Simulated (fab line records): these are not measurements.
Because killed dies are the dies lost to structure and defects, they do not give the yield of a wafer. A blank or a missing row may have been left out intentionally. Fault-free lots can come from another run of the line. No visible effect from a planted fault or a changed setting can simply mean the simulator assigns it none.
fab line records	flow nandHarc
[record] lots = 14	wafers = 42	lastDay = 33
route steps=1302 shown A_SGD_CUT@903 A_SLIT@924
lots with no fault: from the same line, run without faults
startH: hours from the record's first day to the start of the lot's first wafer shown	waitH: hours elapsed since this lot's preceding step	" the same as in the row above	L1.1+2: a single row standing in for several wafers	- no value, or no start was given	* or withheld: withheld	< > ~ a bound
route shown NAME@n: names a module that has steps shown in the file, with the first one's number in the route	usual: the fault-free wafers' mean and standard deviation	same: alike in all rows	chamber/n: place in a boat	sites: readings site by site	_std_site: standard deviation across them	_edge_site: inner sites' mean taken away from outer sites' mean	radiusMm: how far each site lies from the wafer's centre	mask NAME#n: copy n	behind: tool/chamber where the wafer was last shaped	hold: what put the lot on hold/how long, in hours/how the hold closed	device: whichever transistor did not switch (one of n, p or np)	end of line: at the end of the route, the tests of the same wafers	a step given without rows: its recipe and nothing more	killed: at the first sort, the dies lost to defects and structure; wafer yield is something else	map: dies across one wafer; x = killed, . = not, _ = none there
set.NAME: the setting the step ran with; set.NAME@STEP: the setting that earlier step ran with	model.NAME: the simulator's own value behind a step, which no gauge read
a sample of lots followed through the steps of the route, with each step as a table and each wafer as a row
services: from which hour (startH, from the record's first day; less than 0 if before it) a tool's chamber was out of use, for how many hours, and why
[[steps]]
[step NHARC_A_SGD_CUT_INSPECT_11]
[usual] rawDefectCount = 52/32
lot.wafer	tool	chamber	startH	waitH	rawDefectCount
L273.1	defectInspect-02	-	452.64	0.0	106
L273.2	"	-	"	"	122
L273.3	"	-	"	"	91
L274.2	defectInspect-01	-	463.31	0.0	20
L274.3	"	-	"	"	19
L274.4	"	-	"	"	20
L277.1	defectInspect-01	-	488.82	0.0	14
L277.2	"	-	"	"	26
L277.4	"	-	"	"	20
L276.1	defectInspect-02	-	489.44	0.0	99
L276.2	"	-	"	"	109
L276.6	"	-	"	"	106
L283.2	defectInspect-01	-	537.72	0.0	59
L283.4	"	-	"	"	64
L283.6	"	-	"	"	60
L286.3	defectInspect-02	-	572.15	0.0	65
L286.4	"	-	"	"	49
L286.6	"	-	"	"	59
L285.4	defectInspect-01	-	590.15	0.0	36
L285.5	"	-	"	"	39
L285.6	"	-	"	"	37
L287.2	defectInspect-01	-	604.53	0.0	11
L287.3	"	-	"	"	17
L287.6	"	-	"	"	11
L289.2	defectInspect-02	-	616.76	0.0	79
L289.3	"	-	"	"	85
L289.4	"	-	"	"	94
L288.1	defectInspect-02	-	617.72	0.0	13
L288.4	"	-	"	"	21
L288.5	"	-	"	"	18
L291.1	defectInspect-01	-	627.04	0.0	29
L291.5	"	-	"	"	23
L291.6	"	-	"	"	25
L292.1	defectInspect-01	-	637.36	0.0	24
L292.4	"	-	"	"	22
L292.6	"	-	"	"	19
L293.1	defectInspect-01	-	658.44	0.0	16
L293.5	"	-	"	"	28
L293.6	"	-	"	"	31
L294.2	defectInspect-02	-	666.15	0.0	25
L294.4	"	-	"	"	24
L294.6	"	-	"	"	34
[step NHARC_A_SGD_CUT_THK_MEAS_22]
[recipe] thkMeasGauge = ellipsometry
[usual] thkNm = 148.4/1.4
lot.wafer	tool	chamber	startH	waitH	thkNm
L273.1	filmMetro-01	-	459.39	0.2	145.3
L273.2	"	-	"	"	146.7
L273.3	"	-	"	"	146.5
L274.2	filmMetro-01	-	471.38	0.2	148.5
L274.3	"	-	"	"	150.1
L274.4	"	-	"	"	147.1
L276.1	filmMetro-01	-	494.95	0.2	147.6
L276.2	"	-	"	"	147.7
L276.6	"	-	"	"	146.6
L277.1	filmMetro-02	-	494.95	0.2	146.9
L277.2	"	-	"	"	147.3
L277.4	"	-	"	"	150.1
L283.2	filmMetro-02	-	543.94	0.2	146.5
L283.4	"	-	"	"	143.9
L283.6	"	-	"	"	146.0
L286.3	filmMetro-02	-	577.79	0.2	148.9
L286.4	"	-	"	"	145.5
L286.6	"	-	"	"	147.6
L285.4	filmMetro-02	-	596.37	0.2	147.8
L285.5	"	-	"	"	148.5
L285.6	"	-	"	"	147.2
L287.2	filmMetro-02	-	612.31	0.2	149.6
L287.3	"	-	"	"	149.3
L287.6	"	-	"	"	147.3
L288.1	filmMetro-02	-	624.75	0.2	148.7
L288.4	"	-	"	"	147.0
L288.5	"	-	"	"	147.3
L289.2	filmMetro-01	-	624.75	0.2	148.5
L289.3	"	-	"	"	148.1
L289.4	"	-	"	"	149.9
L291.1	filmMetro-01	-	632.92	0.2	147.6
L291.5	"	-	"	"	149.0
L291.6	"	-	"	"	150.4
L292.1	filmMetro-01	-	643.49	0.2	148.6
L292.4	"	-	"	"	148.3
L292.6	"	-	"	"	148.7
L293.1	filmMetro-01	-	665.92	0.2	147.8
L293.5	"	-	"	"	147.7
L293.6	"	-	"	"	147.7
L294.2	filmMetro-01	-	672.89	0.2	147.8
L294.4	"	-	"	"	146.9
L294.6	"	-	"	"	148.4
[step NHARC_A_SLIT_DEP_23]
[recipe] targetThkA = 1000	targetThkNm = 100	tempC = 400	pressureTorr = 3.5	flowSccm = 200	rfW = 350	material = SiON
[usual] chamberPressureTorr = 3.499/0.0084	heaterPowerOuterW = 474/55	heaterPowerW = 785/79	susceptorTempC = 399.98/0.21
lot.wafer	tool	chamber	startH	waitH	chamberPressureTorr	heaterPowerOuterW	heaterPowerW	susceptorTempC
L273.1	pecvd-01	1	465.97	3.1	3.509	474	816	400.04
L273.2	"	2	"	"	3.502	522	885	399.84
L273.3	"	0	"	"	3.521	525	877	400.27
L274.2	pecvd-04	1	476.37	2.5	3.502	401	729	399.76
L274.3	"	1	"	"	3.517	400	728	400.24
L274.4	"	0	"	"	3.494	480	783	399.97
L276.2	pecvd-03	1	505.06	2.6	-	-	-	-
L276.1	"	2	"	"	-	-	-	-
L276.6	"	2	"	"	-	-	-	-
L277.1	pecvd-04	0	505.41	3.2	-	-	-	-
L277.2	"	1	"	"	-	-	-	-
L277.4	"	0	"	"	-	-	-	-
L283.2	pecvd-01	0	548.98	2.9	3.490	557	907	399.80
L283.4	"	2	"	"	3.516	480	796	399.84
L283.6	"	0	"	"	3.503	438	752	399.96
L286.3	pecvd-03	0	585.66	1.9	3.500	442	744	399.90
L286.6	"	2	"	"	3.483	466	816	400.00
L286.4	"	1	"	"	3.503	460	779	400.13
L285.5	pecvd-04	1	601.46	0.7	3.491	398	707	399.87
L285.6	"	2	"	"	3.513	512	737	399.85
L285.4	"	0	"	"	3.487	582	937	399.97
L287.2	pecvd-04	1	617.31	2.7	3.497	418	729	399.95
L287.3	"	2	"	"	3.509	528	746	400.17
L287.6	"	1	"	"	3.500	419	731	399.92
L289.3	pecvd-01	2	629.33	1.9	3.501	481	821	400.00
L289.2	"	0	"	"	3.499	581	940	399.56
L289.4	"	0	"	"	3.493	567	943	399.61
L288.1	pecvd-04	0	629.78	3.2	3.494	530	867	400.06
L288.4	"	0	"	"	3.503	553	879	400.21
L288.5	"	2	"	"	3.488	455	676	400.39
L291.1	pecvd-03	2	637.58	3.2	3.495	411	720	400.22
L291.6	"	2	"	"	3.489	426	735	399.68
L291.5	"	1	"	"	3.494	490	798	399.80
L292.1	pecvd-04	1	648.30	3.2	3.496	466	816	400.20
L292.6	"	0	"	"	3.497	570	922	399.92
L292.4	"	1	"	"	3.499	468	831	400.18
L293.1	pecvd-03	1	671.25	3.1	3.507	468	751	400.07
L293.6	"	1	"	"	3.511	463	726	399.83
L293.5	"	0	"	"	3.493	444	752	399.72
L294.2	pecvd-04	1	681.19	2.6	3.502	430	757	399.90
L294.4	"	0	"	"	3.488	568	896	400.18
L294.6	"	1	"	"	3.498	426	757	400.07
[step NHARC_A_SLIT_DESCUM_14]
[recipe] timeS = 3	o2FlowSccm = 200	arFlowSccm = 0	biasPowerW = 0	chemistry = O2
[usual] drypumpMotorCurrentA = 5.9/0.4	oesProductAu = 1.003/0.0075	rfVppV = 57.9/0.93	showerheadPlenumPTorr = 1.94/0.085	throttleValvePct = 11.312/0.0094
[same] biasPowerW = 0
lot.wafer	tool	chamber	startH	waitH	drypumpMotorCurrentA	oesProductAu	rfHoursCounterH	rfVppV	showerheadPlenumPTorr	throttleValvePct
L273.1	rieDiel-13	3	466.71	0.1	6.1	1.010	6.6	58.9	2.03	11.303
L273.2	"	0	"	"	6.2	1.008	6.0	58.6	1.98	11.306
L273.3	"	1	"	"	6.3	1.002	6.2	58.0	1.86	11.309
L274.3	rieDiel-13	3	477.32	0.1	6.1	1.017	7.8	57.3	2.03	11.315
L274.2	"	0	"	"	6.2	1.006	7.1	57.7	1.98	11.301
L274.4	"	2	"	"	5.8	0.990	5.7	58.7	1.94	11.322
L276.2	rieDiel-13	1	505.80	0.1	6.3	1.013	8.6	58.8	1.86	11.305
L276.1	"	0	"	"	6.2	1.000	8.6	57.3	1.98	11.304
L276.6	"	2	"	"	5.8	0.999	-	57.4	1.94	11.320
L277.2	rieDiel-09	2	506.28	0.1	5.4	1.009	0	59.0	1.80	11.290
L277.4	"	0	"	"	6.2	1.001	0	57.5	2.05	11.316
L277.1	"	1	"	"	6.2	1.001	0	58.2	1.89	11.309
L283.2	rieDiel-13	2	549.96	0.1	5.9	0.990	1.1	57.4	1.94	11.312
L283.4	"	3	"	"	6.1	1.006	1.1	58.5	2.03	11.318
L283.6	"	1	"	"	6.3	1.005	-	57.7	1.86	11.314
L286.4	rieDiel-09	3	586.38	0.1	6.1	0.996	5.0	58.0	1.96	11.319
L286.3	"	1	"	"	6.1	0.990	4.7	57.0	1.89	11.311
L286.6	"	3	"	"	6.1	1.005	-	57.7	1.96	11.321
L285.4	rieDiel-09	0	602.26	0.1	6.2	0.996	6.7	57.6	2.04	11.317
L285.6	"	1	"	"	6.2	1.002	-	58.4	1.89	11.303
L285.5	"	2	"	"	5.3	1.012	-	58.5	1.80	11.300
L287.3	rieDiel-09	0	618.18	0.1	6.2	1.010	7.6	60.0	2.04	11.314
L287.2	"	3	"	"	6.0	1.008	7.2	58.7	1.96	11.305
L287.6	"	0	"	"	6.2	1.006	-	58.3	2.04	11.311
L289.3	rieDiel-13	3	630.20	0.1	6.1	1.010	4.9	58.2	2.03	11.314
L289.2	"	1	"	"	6.3	0.998	6.9	57.9	1.86	11.329
L289.4	"	2	"	"	5.8	0.999	5.6	56.7	1.94	11.323
L288.1	rieDiel-09	3	630.65	0.1	6.1	1.006	8.9	56.9	1.96	11.334
L288.4	"	2	"	"	5.4	0.998	7.7	57.1	1.80	11.297
L288.5	"	3	"	"	6.1	0.999	-	59.3	1.96	11.305
L291.1	rieDiel-02	3	638.46	0.1	5.3	1.016	1.4	58.2	1.81	11.302
L291.6	"	3	"	"	5.3	1.009	-	55.8	1.81	11.311
L291.5	"	0	"	"	5.1	1.000	-	57.8	1.85	11.312
L292.4	rieDiel-13	2	649.02	0.1	5.8	0.995	6.9	58.0	1.94	11.320
L292.1	"	0	"	"	6.2	0.990	8.0	57.4	1.98	11.309
L292.6	"	1	"	"	6.3	1.000	-	57.4	1.86	11.308
L293.1	rieDiel-02	1	672.01	0.1	5.1	1.012	2.2	60.5	2.05	11.307
L293.5	"	3	"	"	5.3	1.004	-	57.6	1.80	11.307
L293.6	"	0	"	"	5.2	1.009	-	56.8	1.84	11.292
L294.2	rieDiel-02	3	682.03	0.1	5.4	1.006	4.2	56.5	1.80	11.324
L294.4	"	1	"	"	5.0	1.002	2.8	57.9	2.05	11.309
L294.6	"	0	"	"	5.1	0.989	-	56.6	1.85	11.306
[[services]]
tool	chamber	startH	hours	kind
pecvd-04	-	450.69	13.0	pm
rieDiel-13	2	458.45	13.4	repair
pecvd-04	2	466.52	20.7	repair
pecvd-01	0	470.44	20.6	repair
pecvd-03	1	488.24	3.3	repair
pecvd-01	-	492.33	13.0	pm
rieDiel-09	-	497.10	9.0	pm
rieDiel-13	-	519.00	9.0	pm
rieDiel-02	0	523.56	2.6	repair
rieDiel-02	2	523.77	9.5	repair
rieDiel-02	1	539.68	7.6	repair
pecvd-03	-	547.33	13.0	pm
pecvd-01	1	548.59	6.8	repair
pecvd-04	-	591.71	1.1	repair
rieDiel-02	-	598.29	9.0	pm
pecvd-04	-	631.81	13.0	pm
pecvd-01	2	640.48	4.6	repair
pecvd-04	1	652.34	11.5	repair
pecvd-04	2	652.84	4.1	repair
pecvd-04	-	662.78	1.7	repair
pecvd-01	-	664.34	1.3	repair
pecvd-01	-	673.33	13.0	pm
rieDiel-09	-	674.10	9.0	pm
rieDiel-13	0	680.93	8.2	repair
[[key]]
[firstSign] step = NHARC_A_SLIT_DEP_23	reading = toolRecord	direction = missing
effect none on later readings
metAt NHARC_A_SLIT_DEP_23
struckLots L276,L277
laterRowsLeftOut L276.1,L276.2,L276.6,L277.1,L277.2,L277.4
sortLeftOut L276.1,L276.2,L276.6,L277.1,L277.2,L277.4
testerLeftOut L276,L277
notActingAt NHARC_A_SGD_CUT_INSPECT_11,NHARC_A_SGD_CUT_THK_MEAS_22,NHARC_A_SLIT_DESCUM_14
onsetBetween 476.37 505.06
[fault] kind = skippedStepWhole	tool = pecvd-03,pecvd-04	chamber = -	onsetH = 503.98	steps = NHARC_A_SLIT_DEP_23	scope = struckLotsOnly
// testerLeftOut: of these lots the tester's yield and bins aren't shown, on N5 and GAA mostly nor the transistor test; their killed dies are dies lost to structure and defects alone, not to doping, threshold or leakage, so they don't give the yield
// sortLeftOut: the simulated sort isn't trusted on such a fault, so these wafers' sort isn't shown, and their yield isn't known
// laterRowsLeftOut: the simulator's readings of these wafers behind a module that went badly wrong aren't trusted and aren't shown, but for the sort
